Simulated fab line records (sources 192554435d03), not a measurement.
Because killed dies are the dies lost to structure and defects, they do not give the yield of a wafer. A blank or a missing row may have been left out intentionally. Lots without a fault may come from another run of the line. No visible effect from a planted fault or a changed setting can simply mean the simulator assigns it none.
Which tool was responsible? / flow n5 finfet / 24 lots, 72 wafers sampled, at 5 steps of a route of 1938

## WHAT EACH GAUGE READ, for each wafer
N5_BEOL_M2_CD_MEAS_35: target cd 18 nm, target cd y 22.2 nm. Usual: cd nm 18.07 nm, standard deviation 0.29.
lot=L074; measured=day 7 12:01; on=cd sem-03; cd nm (nm)=17.96 17.86 18.04; flag=
lot=L075; measured=day 7 14:23; on=cd sem-03; cd nm (nm)=18.26 17.99 18.00; flag=
lot=L077; measured=day 7 16:30; on=cd sem-01; cd nm (nm)=18.07 17.80 18.26; flag=
lot=L076; measured=day 7 21:06; on=cd sem-02; cd nm (nm)=17.58 17.94 18.19; flag=
lot=L078; measured=day 8 00:19; on=cd sem-03; cd nm (nm)=17.78 18.22 17.66; flag=
lot=L079; measured=day 8 00:44; on=cd sem-01; cd nm (nm)=18.10 18.47 18.55; flag=
lot=L080; measured=day 8 06:05; on=cd sem-02; cd nm (nm)=17.83 17.84 18.19; flag=
lot=L081; measured=day 8 17:49; on=cd sem-03; cd nm (nm)=17.74 18.31 18.71; flag=
lot=L083; measured=day 9 01:07; on=cd sem-01; cd nm (nm)=18.41 18.31 18.39; flag=
lot=L082; measured=day 9 04:53; on=cd sem-01; cd nm (nm)=17.60 18.01 17.93; flag=
lot=L084; measured=day 10 05:07; on=cd sem-01; cd nm (nm)=18.52 17.40 17.99; flag=
lot=L085; measured=day 10 09:44; on=cd sem-03; cd nm (nm)=18.10 18.19 18.03; flag=
lot=L086; measured=day 10 09:50; on=cd sem-03; cd nm (nm)=17.97 17.77 17.93; flag=
lot=L087; measured=day 10 15:12; on=cd sem-01; cd nm (nm)=17.99 18.51 18.25; flag=
lot=L089; measured=day 10 20:07; on=cd sem-01; cd nm (nm)=17.91 18.41 18.14; flag=
lot=L088; measured=day 10 23:22; on=cd sem-02; cd nm (nm)=18.40 18.13 18.18; flag=
lot=L090; measured=day 10 23:29; on=cd sem-02; cd nm (nm)=18.26 17.93 18.20; flag=
lot=L092; measured=day 11 13:31; on=cd sem-03; cd nm (nm)=18.43 18.24 18.23; flag=
lot=L091; measured=day 11 16:53; on=cd sem-01; cd nm (nm)=18.47 18.24 18.25; flag=
lot=L093; measured=day 11 17:22; on=cd sem-03; cd nm (nm)=18.27 18.19 17.54; flag=
lot=L094; measured=day 11 22:17; on=cd sem-02; cd nm (nm)=17.67 18.08 17.97; flag=
lot=L095; measured=day 12 03:07; on=cd sem-01; cd nm (nm)=17.93 18.06 18.23; flag=
lot=L096; measured=day 12 14:46; on=cd sem-03; cd nm (nm)=18.42 17.85 17.74; flag=
lot=L097; measured=day 13 09:23; on=cd sem-03; cd nm (nm)=17.60 17.52 17.71; flag=

N5_BEOL_M2_INSPECT_59: inspects for defects (darkfield). Usual: raw defect count 71, standard deviation 22.
lot=L074; measured=day 7 15:50; on=defect inspect-02; raw defect count=91 102 109; flag=
lot=L075; measured=day 7 18:58; on=defect inspect-01; raw defect count=60 51 59; flag=
lot=L077; measured=day 7 22:28; on=defect inspect-01; raw defect count=32 68 44; flag=
lot=L076; measured=day 8 00:44; on=defect inspect-02; raw defect count=58 54 49; flag=
lot=L078; measured=day 8 04:43; on=defect inspect-01; raw defect count=98 61 72; flag=
lot=L079; measured=day 8 06:34; on=defect inspect-02; raw defect count=95 76 88; flag=
lot=L080; measured=day 8 09:53; on=defect inspect-02; raw defect count=105 67 69; flag=
lot=L081; measured=day 8 21:30; on=defect inspect-01; raw defect count=102 132 57; flag=
lot=L083; measured=day 9 05:45; on=defect inspect-01; raw defect count=37 53 45; flag=
lot=L082; measured=day 9 10:26; on=defect inspect-01; raw defect count=63 46 82; flag=
lot=L084; measured=day 10 10:35; on=defect inspect-02; raw defect count=65 64 61; flag=
lot=L085; measured=day 10 14:12; on=defect inspect-02; raw defect count=69 93 96; flag=
lot=L086; measured=day 10 15:28; on=defect inspect-02; raw defect count=65 58 49; flag=
lot=L087; measured=day 10 20:30; on=defect inspect-02; raw defect count=125 93 121; flag=
lot=L089; measured=day 11 00:02; on=defect inspect-01; raw defect count=81 78 111; flag=
lot=L088; measured=day 11 03:07; on=defect inspect-02; raw defect count=84 106 94; flag=
lot=L090; measured=day 11 03:25; on=defect inspect-02; raw defect count=38 49 80; flag=
lot=L092; measured=day 11 17:05; on=defect inspect-01; raw defect count=57 80 77; flag=
lot=L091; measured=day 11 20:44; on=defect inspect-01; raw defect count=50 45 69; flag=
lot=L093; measured=day 11 22:32; on=defect inspect-02; raw defect count=50 86 81; flag=
lot=L094; measured=day 12 02:50; on=defect inspect-02; raw defect count=87 109 87; flag=
lot=L095; measured=day 12 10:06; on=defect inspect-01; raw defect count=55 85 72; flag=
lot=L096; measured=day 12 19:03; on=defect inspect-02; raw defect count=44 47 38; flag=
lot=L097; measured=day 13 15:56; on=defect inspect-02; raw defect count=61 48 77; flag=

## EACH LOT AND THE TOOL THAT RAN IT (in order: tool; ch and the chambers of the sampled wafers; start)
lot=L074; N5_BEOL_M2_SPUTTER_48=pvd sputter-01, day 7 12:59; N5_BEOL_M2_ANNEAL_93=pvd sputter-01, day 7 14:23; N5_BEOL_M2_ANNEAL_51=rtp anneal-02 ch 0, day 7 14:56
lot=L075; N5_BEOL_M2_SPUTTER_48=pvd sputter-03, day 7 16:08; N5_BEOL_M2_ANNEAL_93=pvd sputter-03, day 7 17:32; N5_BEOL_M2_ANNEAL_51=rtp anneal-02 ch 0, day 7 18:05
lot=L077; N5_BEOL_M2_SPUTTER_48=pvd sputter-01, day 7 18:58; N5_BEOL_M2_ANNEAL_93=pvd sputter-01, day 7 20:22; N5_BEOL_M2_ANNEAL_51=rtp anneal-02 ch 0, day 7 20:55
lot=L076; N5_BEOL_M2_SPUTTER_48=pvd sputter-03, day 7 21:52; N5_BEOL_M2_ANNEAL_93=pvd sputter-03, day 7 23:16; N5_BEOL_M2_ANNEAL_51=rtp anneal-02 ch 0, day 7 23:50
lot=L078; N5_BEOL_M2_SPUTTER_48=pvd sputter-03, day 8 01:53; N5_BEOL_M2_ANNEAL_93=pvd sputter-03, day 8 03:17; N5_BEOL_M2_ANNEAL_51=rtp anneal-01 ch 0, day 8 03:56
lot=L079; N5_BEOL_M2_SPUTTER_48=pvd sputter-03, day 8 03:43; N5_BEOL_M2_ANNEAL_93=pvd sputter-03, day 8 05:07; N5_BEOL_M2_ANNEAL_51=rtp anneal-01 ch 0, day 8 05:44
lot=L080; N5_BEOL_M2_SPUTTER_48=pvd sputter-02, day 8 07:03; N5_BEOL_M2_ANNEAL_93=pvd sputter-02, day 8 08:27; N5_BEOL_M2_ANNEAL_51=rtp anneal-02 ch 0, day 8 09:01
lot=L081; N5_BEOL_M2_SPUTTER_48=pvd sputter-03, day 8 18:40; N5_BEOL_M2_ANNEAL_93=pvd sputter-03, day 8 20:04; N5_BEOL_M2_ANNEAL_51=rtp anneal-01 ch 0, day 8 20:37
lot=L083; N5_BEOL_M2_SPUTTER_48=pvd sputter-01, day 9 02:40; N5_BEOL_M2_ANNEAL_93=pvd sputter-01, day 9 04:04; N5_BEOL_M2_ANNEAL_51=rtp anneal-01 ch 0, day 9 04:55
lot=L082; N5_BEOL_M2_SPUTTER_48=pvd sputter-02, day 9 07:11; N5_BEOL_M2_ANNEAL_93=pvd sputter-02, day 9 08:35; N5_BEOL_M2_ANNEAL_51=rtp anneal-02 ch 0, day 9 09:12
lot=L084; N5_BEOL_M2_SPUTTER_48=pvd sputter-01, day 10 07:44; N5_BEOL_M2_ANNEAL_93=pvd sputter-01, day 10 09:08; N5_BEOL_M2_ANNEAL_51=rtp anneal-02 ch 0, day 10 09:41
lot=L085; N5_BEOL_M2_SPUTTER_48=pvd sputter-01, day 10 10:46; N5_BEOL_M2_ANNEAL_93=pvd sputter-01, day 10 12:10; N5_BEOL_M2_ANNEAL_51=rtp anneal-01 ch 0, day 10 13:04
lot=L086; N5_BEOL_M2_SPUTTER_48=pvd sputter-02, day 10 12:29; N5_BEOL_M2_ANNEAL_93=pvd sputter-02, day 10 13:53; N5_BEOL_M2_ANNEAL_51=rtp anneal-02 ch 0, day 10 14:26
lot=L087; N5_BEOL_M2_SPUTTER_48=pvd sputter-01, day 10 17:40; N5_BEOL_M2_ANNEAL_93=pvd sputter-01, day 10 19:04; N5_BEOL_M2_ANNEAL_51=rtp anneal-02 ch 0, day 10 19:43
lot=L089; N5_BEOL_M2_SPUTTER_48=pvd sputter-02, day 10 21:03; N5_BEOL_M2_ANNEAL_93=pvd sputter-02, day 10 22:27; N5_BEOL_M2_ANNEAL_51=rtp anneal-02 ch 0, day 10 23:10
lot=L088; N5_BEOL_M2_SPUTTER_48=pvd sputter-01, day 11 00:17; N5_BEOL_M2_ANNEAL_93=pvd sputter-01, day 11 01:41; N5_BEOL_M2_ANNEAL_51=rtp anneal-01 ch 0, day 11 02:14
lot=L090; N5_BEOL_M2_SPUTTER_48=pvd sputter-02, day 11 00:32; N5_BEOL_M2_ANNEAL_93=pvd sputter-02, day 11 01:56; N5_BEOL_M2_ANNEAL_51=rtp anneal-02 ch 0, day 11 02:29
lot=L092; N5_BEOL_M2_SPUTTER_48=pvd sputter-03, day 11 14:14; N5_BEOL_M2_ANNEAL_93=pvd sputter-03, day 11 15:38; N5_BEOL_M2_ANNEAL_51=rtp anneal-02 ch 0, day 11 16:13
lot=L091; N5_BEOL_M2_SPUTTER_48=pvd sputter-03, day 11 17:43; N5_BEOL_M2_ANNEAL_93=pvd sputter-03, day 11 19:07; N5_BEOL_M2_ANNEAL_51=rtp anneal-01 ch 0, day 11 19:52
lot=L093; N5_BEOL_M2_SPUTTER_48=pvd sputter-03, day 11 19:42; N5_BEOL_M2_ANNEAL_93=pvd sputter-03, day 11 21:06; N5_BEOL_M2_ANNEAL_51=rtp anneal-02 ch 0, day 11 21:45
lot=L094; N5_BEOL_M2_SPUTTER_48=pvd sputter-03, day 12 00:00; N5_BEOL_M2_ANNEAL_93=pvd sputter-03, day 12 01:24; N5_BEOL_M2_ANNEAL_51=rtp anneal-02 ch 0, day 12 01:58
lot=L095; N5_BEOL_M2_SPUTTER_48=pvd sputter-02, day 12 07:14; N5_BEOL_M2_ANNEAL_93=pvd sputter-02, day 12 08:38; N5_BEOL_M2_ANNEAL_51=rtp anneal-01 ch 0, day 12 09:14
lot=L096; N5_BEOL_M2_SPUTTER_48=pvd sputter-02, day 12 16:13; N5_BEOL_M2_ANNEAL_93=pvd sputter-02, day 12 17:37; N5_BEOL_M2_ANNEAL_51=rtp anneal-02 ch 0, day 12 18:10
lot=L097; N5_BEOL_M2_SPUTTER_48=pvd sputter-02, day 13 12:30; N5_BEOL_M2_ANNEAL_93=pvd sputter-02, day 13 13:54; N5_BEOL_M2_ANNEAL_51=rtp anneal-02 ch 0, day 13 14:27
- N5_BEOL_M2_SPUTTER_48: material Cu, target thk 4.5 nm, time 8.29 s.
- N5_BEOL_M2_ANNEAL_93: time 240 s.
- N5_BEOL_M2_ANNEAL_51: time 90 s.

## WHAT THE TOOLS THEMSELVES READ (means of the sampled wafers that have a number; where no wafer has one, the mark that the record gives instead)
N5_BEOL_M2_SPUTTER_48. Usual: chamber pressure pa 0.07 Pa, standard deviation 0.00013; throttle valve pct 30.1 %, standard deviation 1.1.
lot=L074; tool=pvd sputter-01; chamber pressure pa (Pa)=0.07; throttle valve pct (%)=29.7; flag=
lot=L075; tool=pvd sputter-03; chamber pressure pa (Pa)=0.07; throttle valve pct (%)=30.0; flag=
lot=L077; tool=pvd sputter-01; chamber pressure pa (Pa)=0.07; throttle valve pct (%)=29.7; flag=
lot=L076; tool=pvd sputter-03; chamber pressure pa (Pa)=0.07; throttle valve pct (%)=30.2; flag=
lot=L078; tool=pvd sputter-03; chamber pressure pa (Pa)=0.07; throttle valve pct (%)=30.2; flag=
lot=L079; tool=pvd sputter-03; chamber pressure pa (Pa)=0.07; throttle valve pct (%)=30.4; flag=
lot=L080; tool=pvd sputter-02; chamber pressure pa (Pa)=0.07; throttle valve pct (%)=30.5; flag=
lot=L081; tool=pvd sputter-03; chamber pressure pa (Pa)=0.07; throttle valve pct (%)=30.6; flag=
lot=L083; tool=pvd sputter-01; chamber pressure pa (Pa)=0.07; throttle valve pct (%)=30.6; flag=
lot=L082; tool=pvd sputter-02; chamber pressure pa (Pa)=0.07; throttle valve pct (%)=31.0; flag=
lot=L084; tool=pvd sputter-01; chamber pressure pa (Pa)=0.07; throttle valve pct (%)=31.3; flag=
lot=L085; tool=pvd sputter-01; chamber pressure pa (Pa)=0.07; throttle valve pct (%)=30.5; flag=
lot=L086; tool=pvd sputter-02; chamber pressure pa (Pa)=0.07; throttle valve pct (%)=29.0; flag=
lot=L087; tool=pvd sputter-01; chamber pressure pa (Pa)=0.07; throttle valve pct (%)=29.8; flag=
lot=L089; tool=pvd sputter-02; chamber pressure pa (Pa)=0.07; throttle valve pct (%)=29.8; flag=
lot=L088; tool=pvd sputter-01; chamber pressure pa (Pa)=0.07; throttle valve pct (%)=30.4; flag=
lot=L090; tool=pvd sputter-02; chamber pressure pa (Pa)=0.07; throttle valve pct (%)=29.5; flag=
lot=L092; tool=pvd sputter-03; chamber pressure pa (Pa)=0.07; throttle valve pct (%)=30.0; flag=
lot=L091; tool=pvd sputter-03; chamber pressure pa (Pa)=0.07; throttle valve pct (%)=29.7; flag=
lot=L093; tool=pvd sputter-03; chamber pressure pa (Pa)=0.07; throttle valve pct (%)=31.0; flag=
lot=L094; tool=pvd sputter-03; chamber pressure pa (Pa)=0.07; throttle valve pct (%)=29.8; flag=
lot=L095; tool=pvd sputter-02; chamber pressure pa (Pa)=0.07; throttle valve pct (%)=30.4; flag=
lot=L096; tool=pvd sputter-02; chamber pressure pa (Pa)=0.07; throttle valve pct (%)=29.1; flag=
lot=L097; tool=pvd sputter-02; chamber pressure pa (Pa)=0.07; throttle valve pct (%)=29.1; flag=

N5_BEOL_M2_ANNEAL_93. Usual: heater power w 820 W, standard deviation 90.
lot=L074; tool=pvd sputter-01; heater power w (W)=830; flag=
lot=L075; tool=pvd sputter-03; heater power w (W)=873; flag=
lot=L077; tool=pvd sputter-01; heater power w (W)=831; flag=
lot=L076; tool=pvd sputter-03; heater power w (W)=880; flag=
lot=L078; tool=pvd sputter-03; heater power w (W)=864; flag=
lot=L079; tool=pvd sputter-03; heater power w (W)=846; flag=
lot=L080; tool=pvd sputter-02; heater power w (W)=799; flag=
lot=L081; tool=pvd sputter-03; heater power w (W)=815; flag=
lot=L083; tool=pvd sputter-01; heater power w (W)=872; flag=
lot=L082; tool=pvd sputter-02; heater power w (W)=869; flag=
lot=L084; tool=pvd sputter-01; heater power w (W)=805; flag=
lot=L085; tool=pvd sputter-01; heater power w (W)=766; flag=
lot=L086; tool=pvd sputter-02; heater power w (W)=779; flag=
lot=L087; tool=pvd sputter-01; heater power w (W)=833; flag=
lot=L089; tool=pvd sputter-02; heater power w (W)=793; flag=
lot=L088; tool=pvd sputter-01; heater power w (W)=869; flag=
lot=L090; tool=pvd sputter-02; heater power w (W)=764; flag=
lot=L092; tool=pvd sputter-03; heater power w (W)=858; flag=
lot=L091; tool=pvd sputter-03; heater power w (W)=889; flag=
lot=L093; tool=pvd sputter-03; heater power w (W)=865; flag=
lot=L094; tool=pvd sputter-03; heater power w (W)=830; flag=
lot=L095; tool=pvd sputter-02; heater power w (W)=740; flag=
lot=L096; tool=pvd sputter-02; heater power w (W)=739; flag=
lot=L097; tool=pvd sputter-02; heater power w (W)=745; flag=

N5_BEOL_M2_ANNEAL_51. Usual: wafer_temp_C_max 225.9, standard deviation 0.32.
lot=L074; tool=rtp anneal-02; wafer_temp_C_max=225.9; flag=
lot=L075; tool=rtp anneal-02; wafer_temp_C_max=225.9; flag=
lot=L077; tool=rtp anneal-02; wafer_temp_C_max=226.0; flag=
lot=L076; tool=rtp anneal-02; wafer_temp_C_max=226.2; flag=
lot=L078; tool=rtp anneal-01; wafer_temp_C_max=225.6; flag=
lot=L079; tool=rtp anneal-01; wafer_temp_C_max=225.6; flag=
lot=L080; tool=rtp anneal-02; wafer_temp_C_max=225.9; flag=
lot=L081; tool=rtp anneal-01; wafer_temp_C_max=225.4; flag=
lot=L083; tool=rtp anneal-01; wafer_temp_C_max=225.9; flag=
lot=L082; tool=rtp anneal-02; wafer_temp_C_max=226.0; flag=
lot=L084; tool=rtp anneal-02; wafer_temp_C_max=226.1; flag=
lot=L085; tool=rtp anneal-01; wafer_temp_C_max=225.5; flag=
lot=L086; tool=rtp anneal-02; wafer_temp_C_max=226.2; flag=
lot=L087; tool=rtp anneal-02; wafer_temp_C_max=226.1; flag=
lot=L089; tool=rtp anneal-02; wafer_temp_C_max=226.1; flag=
lot=L088; tool=rtp anneal-01; wafer_temp_C_max=225.7; flag=
lot=L090; tool=rtp anneal-02; wafer_temp_C_max=226.5; flag=
lot=L092; tool=rtp anneal-02; wafer_temp_C_max=226.0; flag=
lot=L091; tool=rtp anneal-01; wafer_temp_C_max=225.7; flag=
lot=L093; tool=rtp anneal-02; wafer_temp_C_max=226.2; flag=
lot=L094; tool=rtp anneal-02; wafer_temp_C_max=226.0; flag=
lot=L095; tool=rtp anneal-01; wafer_temp_C_max=225.7; flag=
lot=L096; tool=rtp anneal-02; wafer_temp_C_max=226.0; flag=
lot=L097; tool=rtp anneal-02; wafer_temp_C_max=226.2; flag=

## THE ANSWER, worked out from the rows above alone
Rule: a lot is off if the mean of its wafers that have a number lies more than 3 standard deviations from the usual mean. Also off: a lot with no number at a reading for which 4 or more lots have one. All remaining lots with rows at the step are treated as sound. The gauges are gone through in route order, then the tools' own readings, and for those a lot's mean is taken as printed above. At the first step where some lot is off, the reading lying furthest off is the one used; lots without a number count as furthest.
No lot is off at any reading shown: from this, nothing can be told.

## WHAT THE SIMULATOR PUT IN
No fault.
